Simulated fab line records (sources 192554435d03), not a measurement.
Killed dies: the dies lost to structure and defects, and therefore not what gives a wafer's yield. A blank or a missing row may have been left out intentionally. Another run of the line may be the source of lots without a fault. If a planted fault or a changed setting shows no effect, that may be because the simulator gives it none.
Split-lot experiment + flow n5_finfet + route with 1938 steps; 7 lots, 39 wafers read

ABOUT THE SPLIT
At N5_DUMMY_GATE_ETCH_32 (etches SiO2 in CF4, target depth 3.5 nm, time 3.9 s), the setting time_s was moved away from the recipe's 3.9 s on 12 of the 39 wafers read, by -22.7% to +14.4%. All remaining wafers had this setting at the recipe value.

The split's own step is where the reading is taken.

THE READING
etch.depth_nm (the simulator's own value, which no gauge read), in nm, at N5_DUMMY_GATE_ETCH_32 (etches SiO2 in CF4, target depth 3.5 nm, time 3.9 s). The file does not state a usual value for it. Average 3.456 nm, standard deviation 0.06 nm, over the 27 wafers here run with the recipe.

| wafer  | tool, chamber at the split | time_s as run, s | against the recipe | etch.depth_nm, nm | against lot-mates on the recipe |
|--------|----------------------------|------------------|--------------------|-------------------|---------------------------------|
| L078.1 | rie_si-01, 2               | 3.9              | recipe             | 3.531             | -                               |
| L078.2 | rie_si-01, 0               | 3.9              | recipe             | 3.483             | -                               |
| L078.3 | rie_si-01, 3               | 3.9              | recipe             | 3.527             | -                               |
| L078.4 | rie_si-01, 1               | 3.9              | recipe             | 3.367             | -                               |
| L078.5 | rie_si-01, 0               | 3.9              | recipe             | 3.487             | -                               |
| L078.6 | rie_si-01, 1               | 3.9              | recipe             | 3.409             | -                               |
| L081.1 | rie_si-04, 0               | 3.9              | recipe             | 3.519             | -                               |
| L081.2 | rie_si-04, 1               | 3.9              | recipe             | 3.569             | -                               |
| L081.3 | rie_si-04, 3               | 3.013            | -22.7%             | 2.649             | -0.852                          |
| L081.4 | rie_si-04, 2               | 3.013            | -22.7%             | 2.745             | -0.756                          |
| L081.5 | rie_si-04, 3               | 3.9              | recipe             | 3.415             | -                               |
| L081.6 | rie_si-04, 0               | 3.013            | -22.7%             | 2.713             | -0.788                          |
| L082.1 | rie_si-01, 2               | 4.393            | +12.6%             | 3.933             | +0.495                          |
| L082.2 | rie_si-01, 0               | 3.9              | recipe             | 3.486             | -                               |
| L082.3 | rie_si-01, 1               | 3.9              | recipe             | 3.337             | -                               |
| L082.4 | rie_si-01, 3               | 3.9              | recipe             | 3.49              | -                               |
| L082.5 | rie_si-01, 0               | 4.393            | +12.6%             | 3.888             | +0.450                          |
| L082.6 | rie_si-01, 1               | 4.393            | +12.6%             | 3.8               | +0.362                          |
| L083.1 | rie_si-01, 1               | 3.9              | recipe             | 3.38              | -                               |
| L083.2 | rie_si-01, 0               | 3.255            | -16.5%             | 2.921             | -0.544                          |
| L083.3 | rie_si-01, 2               | 3.255            | -16.5%             | 2.937             | -0.528                          |
| L083.4 | rie_si-01, 3               | 3.9              | recipe             | 3.542             | -                               |
| L083.5 | rie_si-01, 3               | 3.255            | -16.5%             | 2.926             | -0.539                          |
| L083.6 | rie_si-01, 0               | 3.9              | recipe             | 3.473             | -                               |
| L084.2 | rie_si-03, 0               | 3.9              | recipe             | 3.477             | -                               |
| L084.3 | rie_si-03, 3               | 3.9              | recipe             | 3.397             | -                               |
| L084.6 | rie_si-03, 3               | 3.9              | recipe             | 3.409             | -                               |
| L091.1 | rie_si-03, 1               | 3.9              | recipe             | 3.448             | -                               |
| L091.2 | rie_si-03, 0               | 3.9              | recipe             | 3.458             | -                               |
| L091.4 | rie_si-03, 0               | 3.9              | recipe             | 3.458             | -                               |
| L091.3 | rie_si-03, 3               | 3.9              | recipe             | 3.391             | -                               |
| L091.5 | rie_si-03, 1               | 3.9              | recipe             | 3.44              | -                               |
| L091.6 | rie_si-03, 3               | 3.9              | recipe             | 3.42              | -                               |
| L097.1 | rie_si-01, 0               | 4.462            | +14.4%             | 3.974             | +0.509                          |
| L097.2 | rie_si-01, 1               | 4.462            | +14.4%             | 3.866             | +0.401                          |
| L097.3 | rie_si-01, 2               | 3.9              | recipe             | 3.562             | -                               |
| L097.4 | rie_si-01, 0               | 3.9              | recipe             | 3.443             | -                               |
| L097.5 | rie_si-01, 1               | 3.9              | recipe             | 3.389             | -                               |
| L097.6 | rie_si-01, 2               | 4.462            | +14.4%             | 4.063             | +0.598                          |

THE FIT
A straight line over all 39 wafers: etch.depth_nm changes by +0.0333 nm for each +1% of time_s; r = +0.98; the points scatter about the line by 0.061 nm.
The same after taking each lot's own level away (the mean of its wafers on the recipe; 39 wafers): +0.0344 nm for each +1%; r = +0.99; scatter 0.058 nm.
According to that fit, moving time_s by its largest amount changes the reading by 0.78 nm.
Across the lots, their own levels run from 3.4277 to 3.5010 nm, a range of 1.2 times the standard deviation given above.
Hence the lot-to-lot level has little effect on the slope; both slopes agree.
Check: for one of the wafers moved furthest among these (-22.7%), held out of the fit, the line's prediction against its lot-mates is -0.766 nm. It came out at -0.852 nm against them.

OTHER SPLITS ON THESE WAFERS
Note: prior to the reading, these wafers also went through further splits. Each is held against what the fit with the lots' levels taken away leaves over:
| other split on the same wafers  | wafers away from the commonest value | r with etch.depth_nm (lot level and that fit taken away) |
|---------------------------------|--------------------------------------|----------------------------------------------------------|
| N5_DUMMY_GATE_EXPOSE_12 dose_mj | 15                                   | +0.33                                                    |

THE FILE'S OWN FIT
etch.depth_nm changes by +0.0344 nm for each +1% of time_s, r = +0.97.
